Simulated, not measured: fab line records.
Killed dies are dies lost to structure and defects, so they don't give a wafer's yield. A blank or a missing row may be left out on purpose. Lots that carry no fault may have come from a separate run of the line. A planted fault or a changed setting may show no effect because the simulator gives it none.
fab line records | flow nand_harc
record: lots: 11 wafers: 33 last_day: 24
route steps=1159 shown A_STAIRCASE@689 A_SGD_CUT@759 END@1159
lots with no fault: from the same line, run without faults
start_h: the number of hours between the record's first day and the start of the first shown wafer of the lot | wait_h: hours elapsed since this lot's preceding step | " as in the row above | L1.1+2: one row covering several wafers at once | - no value present, or no start provided | * or withheld: withheld | < > ~ a bound
route shown NAME@n: names a module that has steps shown in the file, with the first one's number in the route | usual: mean/standard deviation taken from wafers without a fault | same: alike in all rows | chamber/n: place in a boat | sites: each site's reading | _std_site: standard deviation across them | _edge_site: the outer-site mean with the inner-site mean subtracted | radius_mm: how far each site lies from the wafer's centre | mask NAME#n: copy n | behind: the tool/chamber that last shaped the wafer | hold: why the lot went on hold/how many hours it stayed there/how the hold came to an end | device: transistor that didn't switch, given as n, p or np | end of line: tests of these same wafers at the route's end | a step with no rows: only its recipe | killed: not the wafer's yield, but the dies lost to structure and defects at the first sort | map: shows each die of a wafer: x if killed, . if not, _ if none is there
set.NAME: the run value of the setting; set.NAME@STEP: its run value at that earlier step | model.NAME: the simulator's own value behind a step, which no gauge read
the route's steps for a sample of lots (tables are steps, rows are wafers)
services: a tool's chamber out of use, with start hour (start_h, from the record's first day; less than 0 if before it), hours out, and reason
== steps ==
step: NHARC_A_STAIRCASE_HM_OPEN_463
recipe: o2_flow_sccm: 400 cos_flow_sccm: 20 ar_flow_sccm: 0 rf_w: 500 bias_w: 300 chemistry: O2/COS
usual: drypump_motor_current_A: 5.7/0.38 oes_product_au: 1.001/0.011 rf_vpp_V: 466.8/2.9 showerhead_plenum_p_Torr: 3.10/0.13 throttle_valve_pct: 28.331/0.01
columns lot.wafer tool chamber start_h wait_h drypump_motor_current_A oes_product_au rf_hours_counter_h rf_vpp_V showerhead_plenum_p_Torr throttle_valve_pct
L510.1 rie_diel-13 3 250.81 - 5.7 1.000 58 468.6 3.17 28.337
L510.4 " 0 " " 5.1 1.002 58 465.7 2.99 28.328
L510.3 " 2 " " 5.7 0.999 59 465.5 3.01 28.347
L513.2 rie_diel-06 1 273.34 - 6.0 1.013 5 467.7 3.15 28.315
L513.4 " 3 " " 6.0 0.995 7 462.8 2.92 28.321
L513.1 " 0 " " 5.2 0.996 7 465.7 3.02 28.325
L516.1 rie_diel-13 3 292.52 - 5.7 0.992 5 467.4 3.17 28.337
L516.4 " 0 " " 5.1 0.989 4 463.5 2.98 28.347
L516.5 " 2 " " 5.7 0.977 - 465.5 3.00 28.323
L518.4 rie_diel-13 3 310.95 - 5.7 0.993 7 468.2 3.16 28.327
L518.1 " 0 " " 5.1 1.010 6 463.4 2.98 28.310
L518.2 " 1 " " 5.6 1.015 7 467.7 3.13 28.333
L523.3 rie_diel-13 0 334.38 - 5.1 1.003 16 463.8 2.98 28.319
L523.2 " 3 " " 5.8 1.005 15 469.1 3.16 28.326
L523.5 " 1 " " 5.6 1.009 - 466.6 3.13 28.319
L521.3 rie_diel-13 3 341.97 - 5.8 1.007 19 467.8 3.16 28.341
L521.4 " 1 " " 5.6 1.013 21 467.9 3.13 28.336
L521.5 " 2 " " 5.7 0.995 - 464.4 3.00 28.338
L526.2 rie_diel-02 3 359.47 - 5.9 1.019 9 467.5 3.18 28.337
L526.4 " 1 " " 5.9 0.997 8 466.8 3.11 28.350
L526.6 " 0 " " 6.4 1.000 - 462.3 2.92 28.330
L528.3 rie_diel-06 3 366.50 - 6.0 0.983 40 462.4 2.90 28.313
L528.2 " 0 " " 5.1 0.984 43 465.1 3.01 28.334
L528.6 " 3 " " 6.0 0.992 - 461.2 2.90 28.343
L529.1 rie_diel-06 1 370.22 - 6.0 1.009 41 467.9 3.13 28.346
L529.3 " 3 " " 6.0 0.991 41 462.5 2.90 28.333
L529.5 " 1 " " 6.0 1.015 - 468.3 3.13 28.324
L530.4 rie_diel-02 3 383.38 - 5.9 1.019 17 467.8 3.17 28.319
L530.2 " 1 " " 6.0 0.992 19 465.7 3.10 28.355
L530.6 " 3 " " 5.9 1.010 - 468.5 3.17 28.335
L532.3 rie_diel-02 3 390.61 - 5.9 1.018 18 469.1 3.17 28.321
L532.4 " 0 " " 6.4 1.002 19 461.0 2.91 28.321
L532.5 " 2 " " 5.4 1.007 - 470.9 3.24 28.329
step: NHARC_A_STAIRCASE_CMP_450
recipe: target_thk_nm: 200 material: SiO2
usual: motor_current_A: 11.8/1 retaining_ring_pressure_frac: 1.000/0.0054
columns lot.wafer tool chamber start_h wait_h motor_current_A retaining_ring_pressure_frac
L510.4 cmp-03 2 292.95 - 14.1 0.998
L510.3 " 3 " " 12.5 1.011
L510.1 " 0 " " 11.0 0.991
L513.1 cmp-02 1 316.84 - 12.2 0.994
L513.4 " 2 " " 11.6 1.002
L513.2 " 3 " " 10.1 1.005
L516.4 cmp-02 0 337.61 - 12.4 0.993
L516.1 " 3 " " 9.6 1.004
L516.5 " 0 " " 12.1 0.996
L518.1 cmp-03 0 357.25 - 10.8 0.989
L518.2 " 1 " " 10.4 1.004
L518.4 " 3 " " 12.6 1.000
L523.2 cmp-02 2 375.83 - 11.1 0.995
L523.3 " 3 " " 10.1 0.995
L523.5 " 0 " " 12.9 0.995
L521.3 cmp-03 2 385.40 - 13.5 1.000
L521.4 " 3 " " 13.1 0.999
L521.5 " 2 " " 13.6 0.998
L526.2 cmp-03 1 406.90 - 10.9 0.998
L526.4 " 3 " " 12.3 1.008
L526.6 " 2 " " 13.4 0.999
L528.3 cmp-02 2 407.21 - 11.0 1.006
L528.2 " 3 " " 10.5 1.008
L528.6 " 1 " " 12.1 0.998
L529.3 cmp-02 3 415.61 - 10.6 0.991
L529.1 " 2 " " 11.5 1.008
L529.5 " 3 " " 10.0 0.999
L530.4 cmp-01 1 429.97 - 12.7 0.998
L530.2 " 2 " " 11.6 1.000
L530.6 " 1 " " 12.5 0.997
L532.4 cmp-02 0 435.08 - 12.6 0.995
L532.3 " 2 " " 11.2 1.002
L532.5 " 1 " " 12.9 0.999
step: NHARC_A_STAIRCASE_ETCHBACK_422
recipe: target_depth_a: 400 over_etch_frac: 0.3 time_s: 74.286 ion_energy_ev: 120 ch3f_flow_sccm: 50 o2_flow_sccm: 30 ar_flow_sccm: 200 rf_w: 500 bias_w: 100 chemistry: CH3F/O2
usual: drypump_motor_current_A: 5.7/0.38 oes_product_au: 0.95/0.038 rf_vpp_V: 244.0/1.6 showerhead_plenum_p_Torr: 2.44/0.11 throttle_valve_pct: 20.663/0.0095
columns lot.wafer tool chamber start_h wait_h drypump_motor_current_A oes_product_au rf_hours_counter_h rf_vpp_V showerhead_plenum_p_Torr throttle_valve_pct
L510.1 rie_diel-06 3 293.48 0.1 6.0 0.99 15 241.4 2.29 20.664
L510.3 " 0 " " 5.1 0.99 16 243.9 2.37 20.659
L510.4 " 1 " " 6.0 1.01 15 244.0 2.48 20.673
L513.4 rie_diel-02 0 317.37 0.1 6.4 0.92 57 241.8 2.30 20.665
L513.2 " 1 " " 5.9 0.93 62 242.4 2.45 20.663
L513.1 " 3 " " 5.8 0.93 59 246.3 2.51 20.666
L516.4 rie_diel-13 0 338.14 0.1 5.1 0.99 18 242.4 2.34 20.658
L516.1 " 3 " " 5.8 0.99 18 245.2 2.49 20.666
L516.5 " 1 " " 5.6 1.00 - 244.2 2.46 20.675
L518.2 rie_diel-13 2 357.79 0.1 5.7 0.91 28 243.9 2.35 20.657
L518.4 " 3 " " 5.7 0.93 26 244.6 2.49 20.655
L518.1 " 0 " " 5.1 0.92 27 242.0 2.34 20.665
L523.3 rie_diel-06 2 376.42 0.2 5.5 0.93 39 246.0 2.64 20.662
L523.2 " 3 " " 6.0 0.91 43 241.3 2.28 20.677
L523.5 " 0 " " 5.1 0.91 - 242.0 2.36 20.644
L521.4 rie_diel-06 2 385.98 0.2 5.5 0.93 43 246.1 2.64 20.661
L521.3 " 1 " " 6.0 0.93 47 244.4 2.47 20.666
L521.5 " 3 " " 6.0 0.92 - 240.6 2.28 20.653
L526.2 rie_diel-02 1 407.44 0.1 5.9 0.92 25 243.7 2.44 20.670
L526.4 " 3 " " 5.9 0.95 23 245.3 2.50 20.651
L526.6 " 1 " " 6.0 0.92 - 243.7 2.44 20.670
L528.3 rie_diel-02 3 407.87 0.3 5.9 0.94 23 244.3 2.50 20.661
L528.2 " 0 " " 6.4 0.93 25 241.1 2.29 20.663
L528.6 " 2 " " 5.4 0.94 - 245.3 2.55 20.666
L529.3 rie_diel-13 2 416.17 0.1 5.7 0.98 50 241.8 2.35 20.649
L529.1 " 1 " " 5.6 0.99 48 243.3 2.45 20.667
L529.5 " 3 " " 5.7 1.01 - 246.8 2.48 20.662
L530.4 rie_diel-02 3 430.51 0.1 5.9 0.94 32 244.4 2.49 20.672
L530.2 " 1 " " 5.9 0.92 32 244.2 2.44 20.659
L530.6 " 3 " " 5.9 0.94 - 245.4 2.49 20.663
L532.3 rie_diel-13 1 435.62 0.1 5.6 0.93 55 242.8 2.45 20.658
L532.4 " 2 " " 5.7 0.91 56 243.5 2.34 20.666
L532.5 " 1 " " 5.6 0.94 - 245.3 2.45 20.662
step: NHARC_A_SGD_CUT_OVL_MEAS_10
usual: overlay_x_nm: -0.3/0.73 overlay_y_nm: 0.1/0.82
columns lot.wafer tool chamber start_h wait_h overlay_x_nm overlay_y_nm
L510.1 overlay-02 - 295.62 - 0.1 -0.9
L510.3 " - " " 0.0 -1.0
L510.4 " - " " -0.5 -1.1
L513.1 overlay-01 - 319.50 - -0.1 -0.6
L513.2 " - " " 0.7 0.0
L513.4 " - " " 0.3 -0.6
L516.1 overlay-02 - 340.29 - -0.4 0.0
L516.4 " - " " 0.0 -0.4
L516.5 " - " " -0.4 0.0
L518.1 overlay-01 - 359.99 - 0.5 -0.2
L518.2 " - " " 1.3 0.1
L518.4 " - " " 1.2 -0.1
L523.2 overlay-01 - 378.44 - -0.4 -0.1
L523.3 " - " " -0.5 0.4
L523.5 " - " " -0.3 0.1
L521.3 overlay-01 - 388.17 - -0.7 0.6
L521.4 " - " " -1.1 0.4
L521.5 " - " " -1.0 0.1
L526.2 overlay-01 - 410.07 - -0.5 -0.8
L526.4 " - " " -0.6 -0.7
L526.6 " - " " -0.4 -0.4
L528.2 overlay-01 - 410.39 - -0.3 0.4
L528.3 " - " " 0.2 0.1
L528.6 " - " " 0.3 0.5
L529.1 overlay-01 - 418.25 - 0.4 -1.3
L529.3 " - " " 0.9 -0.9
L529.5 " - " " 0.3 -0.9
L530.2 overlay-02 - 432.63 - 0.3 -1.3
L530.4 " - " " 0.8 -0.8
L530.6 " - " " 0.8 -1.4
L532.3 overlay-01 - 437.81 - -0.9 -0.4
L532.4 " - " " -0.3 -0.4
L532.5 " - " " -0.7 -0.5
step: NHARC_A_SGD_CUT_DESCUM_14
recipe: time_s: 3 o2_flow_sccm: 200 ar_flow_sccm: 0 bias_power_w: 0 chemistry: O2
usual: drypump_motor_current_A: 5.7/0.46 oes_product_au: 0.994/0.011 rf_vpp_V: 57.9/0.86 showerhead_plenum_p_Torr: 1.91/0.079 throttle_valve_pct: 11.311/0.0097
columns lot.wafer tool chamber start_h wait_h hold drypump_motor_current_A oes_product_au rf_hours_counter_h rf_vpp_V showerhead_plenum_p_Torr throttle_valve_pct
L510.1 rie_diel-07 1 295.72 0.1 - 4.9 1.016 5 58.7 1.82 11.306
L510.3 " 3 " " - 5.3 1.001 6 57.6 1.95 11.311
L510.4 " 1 " " - 4.9 1.023 - 57.3 1.82 11.302
L513.2 rie_diel-11 0 319.60 0.1 - 6.6 0.981 11 57.2 1.80 11.321
L513.4 " 2 " " - 5.8 1.000 10 57.5 1.97 11.309
L513.1 " 3 " " - 5.8 0.983 12 58.0 1.95 11.313
L516.4 rie_diel-07 2 340.38 0.1 - 5.4 1.013 9 56.5 1.86 11.305
L516.1 " 3 " " - 5.3 1.003 11 57.0 1.94 11.312
L516.5 " 2 " " - 5.3 1.004 - 58.8 1.86 11.322
L518.1 rie_diel-07 2 360.09 0.1 - 5.3 1.008 10 57.2 1.85 11.311
L518.2 " 0 " " - 6.3 0.989 12 57.5 2.00 11.306
L518.4 " 1 " " - 5.0 1.008 12 57.3 1.82 11.317
L523.2 rie_diel-10 3 388.47 9.8 await_dispo/9.8h/release 5.6 1.002 2 58.9 1.84 11.320
L523.3 " 0 " " await_dispo/9.8h/release 5.2 1.008 2 59.2 2.04 11.320
L523.5 " 3 " " await_dispo/9.8h/release 5.6 0.996 - 58.3 1.84 11.325
L521.3 rie_diel-07 3 390.85 2.5 await_dispo/2.4h/release 5.3 0.998 16 59.5 1.94 11.294
L521.4 " 2 " " await_dispo/2.4h/release 5.4 0.998 13 57.1 1.85 11.313
L521.5 " 3 " " await_dispo/2.4h/release 5.3 1.000 - 57.6 1.94 11.313
L526.2 rie_diel-11 0 410.17 0.1 - 6.6 0.992 4 58.3 1.80 11.305
L526.4 " 0 " " - 6.5 0.987 - 57.7 1.80 11.307
L526.6 " 3 " " - 5.8 0.986 - 58.3 1.94 11.302
L528.2 rie_diel-11 0 410.61 0.2 - 6.6 0.990 5 56.7 1.80 11.324
L528.3 " 3 " " - 5.8 0.976 5 59.4 1.94 11.322
L528.6 " 3 " " - 5.8 0.986 - 57.7 1.95 11.312
L529.3 rie_diel-11 0 418.34 0.1 - 6.6 0.976 6 56.7 1.80 11.300
L529.1 " 3 " " - 5.8 0.973 6 57.7 1.94 11.317
L529.5 " 0 " " - 6.5 0.983 - 58.2 1.80 11.328
L530.2 rie_diel-11 0 432.76 0.1 - 6.6 0.994 8 58.0 1.80 11.317
L530.4 " 1 " " - 5.7 0.984 4 58.6 1.92 11.299
L530.6 " 0 " " - 6.6 0.998 - 56.5 1.80 11.316
L532.3 rie_diel-11 2 437.92 0.1 - 5.8 0.977 7 57.2 1.97 11.286
L532.4 " 3 " " - 5.8 0.975 8 58.8 1.94 11.292
L532.5 " 0 " " - 6.6 0.975 - 57.3 1.80 11.287
step: NHARC_END_SORT_01
recipe: temp_c: 25
usual: killed_at_array: 27/11 killed_at_other: 0.6/0.89 killed_at_periphery: 3.0/2.4 killed_dies: 31/12 killed_open: 3.2/1.6 killed_short: 2.0/1.5
same: gross_dies: 677
columns lot.wafer tool chamber start_h wait_h killed_at_array killed_at_other killed_at_periphery killed_dies killed_open killed_short
L523.2 prober-02 0 535.09 2.8 107 0 3 110 2 2
L523.3 prober-02 0 535.89 3.1 113 0 1 114 2 1
L523.5 prober-02 0 537.51 3.7 89 0 1 90 3 4
L521.3 prober-02 0 546.08 3.1 80 0 1 81 3 1
L521.4 prober-02 0 546.87 3.4 65 0 1 66 4 1
L521.5 prober-02 0 547.67 3.7 80 0 2 82 3 3
L530.2 prober-02 0 576.53 2.8 46 0 5 51 3 2
L530.4 prober-02 0 578.13 3.4 51 0 2 53 4 4
L530.6 prober-02 0 579.72 4.0 39 0 2 41 4 2
killed by level:class
L523.2 A_STAIRCASE:unspecified=63 A_CHANNEL_HOLE_D1:chamber_film_flake=19 A_SLIT:chamber_film_flake=14 A_CHANNEL_FILL_D1:chamber_film_flake=4 P_STI:chamber_film_flake=2 A_BLC:chamber_film_flake=2 P_CONTACT:geometric_particle:open=1 A_SOURCE_PLATE:geometric_particle:short=1
L523.3 A_STAIRCASE:unspecified=70 A_SLIT:chamber_film_flake=18 A_CHANNEL_HOLE_D1:chamber_film_flake=16 A_CONTACT:geometric_particle:open=2 A_STAIRCASE:chamber_film_flake=2 A_CHANNEL_FILL_D1:geometric_particle:short=1 P_ZERO_WELL:chamber_film_flake=1 A_ZERO_WELL:chamber_film_flake=1
L523.5 A_STAIRCASE:unspecified=55 A_SLIT:chamber_film_flake=13 A_CHANNEL_HOLE_D1:chamber_film_flake=12 A_STAIRCASE:chamber_film_flake=2 P_CONTACT:geometric_particle:short=1 A_SOURCE_PLATE:geometric_particle:short=1 A_ONON_D1:geometric_particle:open=1 A_CHANNEL_HOLE_D1:geometric_particle:short=1
L521.3 A_STAIRCASE:unspecified=65 A_CHANNEL_HOLE_D1:chamber_film_flake=7 A_STAIRCASE:chamber_film_flake=3 A_CONTACT:chamber_film_flake=2 P_STI:geometric_particle:short=1 A_CHANNEL_FILL_D1:geometric_particle:open=1 A_CONTACT:geometric_particle:open=1 A_M1:geometric_particle:open=1
L521.4 A_STAIRCASE:unspecified=54 A_CHANNEL_HOLE_D1:chamber_film_flake=6 A_CONTACT:geometric_particle:open=2 P_GATE:geometric_particle:open=1 A_WL_FILL:geometric_particle:short=1 A_M1:geometric_particle:open=1 A_STAIRCASE:chamber_film_flake=1
L521.5 A_STAIRCASE:unspecified=65 A_CHANNEL_HOLE_D1:chamber_film_flake=4 A_CONTACT:chamber_film_flake=3 A_ONON_D1:geometric_particle:open=2 A_STAIRCASE:chamber_film_flake=2 A_SLIT:chamber_film_flake=2 P_CONTACT:geometric_particle:short=1 P_M1:geometric_particle:short=1
L530.2 A_CHANNEL_HOLE_D1:chamber_film_flake=20 A_SLIT:chamber_film_flake=16 P_STI:chamber_film_flake=2 A_ZERO_WELL:chamber_film_flake=2 A_STAIRCASE:chamber_film_flake=2 A_CONTACT:chamber_film_flake=2 P_CONTACT:geometric_particle:open=1 A_ONON_D1:geometric_particle:short=1
L530.4 A_CHANNEL_HOLE_D1:chamber_film_flake=21 A_SLIT:chamber_film_flake=11 A_CONTACT:chamber_film_flake=10 A_SOURCE_PLATE:geometric_particle:short=2 A_CONTACT:geometric_particle:open=2 P_M0:geometric_particle:open=1 P_M2:geometric_particle:open=1 A_CHANNEL_FILL_D1:geometric_particle:short=1
L530.6 A_CHANNEL_HOLE_D1:chamber_film_flake=14 A_SLIT:chamber_film_flake=14 A_CONTACT:chamber_film_flake=5 A_CHANNEL_FILL_D1:geometric_particle:open=2 A_ZERO_WELL:chamber_film_flake=2 P_CONTACT:geometric_particle:open=1 P_M2:geometric_particle:short=1 A_CHANNEL_FILL_D1:geometric_particle:short=1
== services ==
columns tool chamber start_h hours kind
rie_diel-07 - 228.20 9.0 pm
rie_diel-06 - 241.55 9.0 pm
cmp-03 - 254.11 4.0 pm
rie_diel-13 - 276.02 9.0 pm
rie_diel-11 2 276.49 21.4 repair
cmp-02 - 285.02 0.9 repair
rie_diel-07 2 288.67 7.6 repair
rie_diel-11 0 306.13 5.5 repair
rie_diel-11 3 308.18 4.2 repair
rie_diel-07 3 323.84 3.0 repair
cmp-02 - 324.52 4.0 pm
rie_diel-02 - 327.89 9.0 pm
rie_diel-06 2 362.27 12.3 repair
rie_diel-11 - 362.85 1.0 repair
rie_diel-11 - 366.50 9.0 pm
cmp-02 - 382.56 0.5 repair
rie_diel-06 3 388.05 109.3 repair
rie_diel-11 1 388.87 23.6 repair
cmp-02 - 390.83 4.8 repair
rie_diel-02 - 392.47 0.8 repair
rie_diel-11 2 396.24 2.6 repair
rie_diel-13 1 404.80 1.4 repair
rie_diel-06 - 418.55 9.0 pm
cmp-02 - 422.52 4.0 pm
== key ==
first_sign: step: NHARC_END_SORT_01 reading: killed_at_array direction: up sigmas: 5.6 usual: 27 struck: 89
effect: step: NHARC_END_SORT_01 reading: killed_dies direction: up sigmas: 5.2 usual: 31 struck: 90
more_kills_born_at: NHARC_A_STAIRCASE_HM_OPEN_463@rie_diel-13: 372
met_at NHARC_A_STAIRCASE_HM_OPEN_463
struck_lots L521,L523
tester_left_out L521,L523
not_acting_at NHARC_A_STAIRCASE_CMP_450,NHARC_A_STAIRCASE_ETCHBACK_422,NHARC_A_SGD_CUT_OVL_MEAS_10
onset_between 310.95 334.38
fault: kind: chamber_particle_source tool: rie_diel-13 chamber: - onset_h: 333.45 steps: NHARC_A_STAIRCASE_HM_OPEN_463 rate_per_visit_cm2: 0.38258 end_h: 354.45
tester_left_out: of these lots the tester's yield and bins aren't shown, on N5 and GAA mostly nor the transistor test; their killed dies are dies lost to structure and defects alone, not to doping, threshold or leakage, so they don't give the yield
